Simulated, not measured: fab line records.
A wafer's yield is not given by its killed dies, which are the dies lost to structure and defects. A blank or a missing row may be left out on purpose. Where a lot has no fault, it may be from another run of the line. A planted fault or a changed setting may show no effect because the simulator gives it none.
Chamber matching || flow n5 finfet || rie diel-02 running N5_HKMG_FIN_STRIP_89: 4 sister chambers
The step strips SOC in N2/H2, time 20 s. 16 wafers are shown with their chamber, then 8 later ones without.

WAFERS PAIRED WITH THEIR CHAMBERS
{"wafer": "L076.1", "chamber": 0, "drypump motor current A (A)": 5.1, "throttle valve pct (%)": 19.5, "showerhead plenum p Torr (Torr)": 3.22}
{"wafer": "L076.4", "chamber": 0, "drypump motor current A (A)": 5.0, "throttle valve pct (%)": 19.4, "showerhead plenum p Torr (Torr)": 3.22}
{"wafer": "L076.6", "chamber": 2, "drypump motor current A (A)": 5.3, "throttle valve pct (%)": 19.7, "showerhead plenum p Torr (Torr)": 3.18}
{"wafer": "L077.2", "chamber": 3, "drypump motor current A (A)": 6.4, "throttle valve pct (%)": 19.1, "showerhead plenum p Torr (Torr)": 3.43}
{"wafer": "L077.4", "chamber": 1, "drypump motor current A (A)": 5.9, "throttle valve pct (%)": 18.9, "showerhead plenum p Torr (Torr)": 3.19}
{"wafer": "L077.6", "chamber": 0, "drypump motor current A (A)": 5.1, "throttle valve pct (%)": 19.4, "showerhead plenum p Torr (Torr)": 3.22}
{"wafer": "L081.4", "chamber": 2, "drypump motor current A (A)": 5.3, "throttle valve pct (%)": 19.2, "showerhead plenum p Torr (Torr)": 3.59}
{"wafer": "L081.5", "chamber": 2, "drypump motor current A (A)": 5.3, "throttle valve pct (%)": 19.2, "showerhead plenum p Torr (Torr)": 3.59}
{"wafer": "L081.6", "chamber": 3, "drypump motor current A (A)": 6.4, "throttle valve pct (%)": 19.1, "showerhead plenum p Torr (Torr)": 3.43}
{"wafer": "L084.1", "chamber": 0, "drypump motor current A (A)": 5.1, "throttle valve pct (%)": 19.5, "showerhead plenum p Torr (Torr)": 3.21}
{"wafer": "L084.3", "chamber": 1, "drypump motor current A (A)": 5.9, "throttle valve pct (%)": 18.9, "showerhead plenum p Torr (Torr)": 3.18}
{"wafer": "L084.4", "chamber": 2, "drypump motor current A (A)": 5.3, "throttle valve pct (%)": 19.2, "showerhead plenum p Torr (Torr)": 3.59}
{"wafer": "L087.2", "chamber": 3, "drypump motor current A (A)": 6.4, "throttle valve pct (%)": 19.1, "showerhead plenum p Torr (Torr)": 3.42}
{"wafer": "L087.5", "chamber": 2, "drypump motor current A (A)": 5.3, "throttle valve pct (%)": 19.3, "showerhead plenum p Torr (Torr)": 3.58}
{"wafer": "L087.6", "chamber": 3, "drypump motor current A (A)": 6.4, "throttle valve pct (%)": 19.1, "showerhead plenum p Torr (Torr)": 3.42}
{"wafer": "L089.1", "chamber": 1, "drypump motor current A (A)": 6.0, "throttle valve pct (%)": 18.9, "showerhead plenum p Torr (Torr)": 3.18}

SIGNATURES, as means of the wafers listed above
{"reading": "drypump motor current A", "chamber 0": 5.075, "chamber 1": 5.933, "chamber 2": 5.300, "chamber 3": 6.400, "scatter within a chamber": 0.0344}
{"reading": "throttle valve pct", "chamber 0": 19.450, "chamber 1": 18.900, "chamber 2": 19.320, "chamber 3": 19.100, "scatter within a chamber": 0.128}
{"reading": "showerhead plenum p Torr", "chamber 0": 3.2175, "chamber 1": 3.1833, "chamber 2": 3.5060, "chamber 3": 3.4250, "scatter within a chamber": 0.105}
Rule: for a wafer and a chamber, the distance is found by dividing, reading by reading, the gap between the wafer's reading and the chamber's mean by the reading's scatter, squaring, summing and taking the root. If the next closest chamber is less than 2 further off than the closest, the wafer can't be placed; otherwise it belongs to the closest. The scatter: the root of (the sum of the squares of (reading less its chamber's mean) over the shown wafers, divided by (wafers less chambers)).

WAFERS WHOSE CHAMBER IS MISSING
{"wafer": "L089.2", "drypump motor current A (A)": 5.1, "throttle valve pct (%)": 19.5, "showerhead plenum p Torr (Torr)": 3.20}
{"wafer": "L089.6", "drypump motor current A (A)": 6.4, "throttle valve pct (%)": 19.1, "showerhead plenum p Torr (Torr)": 3.42}
{"wafer": "L092.1", "drypump motor current A (A)": 6.4, "throttle valve pct (%)": 19.1, "showerhead plenum p Torr (Torr)": 3.42}
{"wafer": "L092.3", "drypump motor current A (A)": 5.3, "throttle valve pct (%)": 19.3, "showerhead plenum p Torr (Torr)": 3.58}
{"wafer": "L092.4", "drypump motor current A (A)": 6.4, "throttle valve pct (%)": 19.2, "showerhead plenum p Torr (Torr)": 3.42}
{"wafer": "L094.2", "drypump motor current A (A)": 5.3, "throttle valve pct (%)": 19.3, "showerhead plenum p Torr (Torr)": 3.58}
{"wafer": "L094.4", "drypump motor current A (A)": 6.4, "throttle valve pct (%)": 19.1, "showerhead plenum p Torr (Torr)": 3.41}
{"wafer": "L094.6", "drypump motor current A (A)": 5.3, "throttle valve pct (%)": 19.3, "showerhead plenum p Torr (Torr)": 3.58}

WHICH CHAMBER EACH WENT THROUGH
{"wafer": "L089.2", "from the rows above": 0, "in truth": 0}
{"wafer": "L089.6", "from the rows above": 3, "in truth": 3}
{"wafer": "L092.1", "from the rows above": 3, "in truth": 3}
{"wafer": "L092.3", "from the rows above": 2, "in truth": 2}
{"wafer": "L092.4", "from the rows above": 3, "in truth": 3}
{"wafer": "L094.2", "from the rows above": 2, "in truth": 2}
{"wafer": "L094.4", "from the rows above": 3, "in truth": 3}
{"wafer": "L094.6", "from the rows above": 2, "in truth": 2}
Correctly placed: 8 of 8. From these rows, 0 cannot be placed. Wrongly placed: 0.
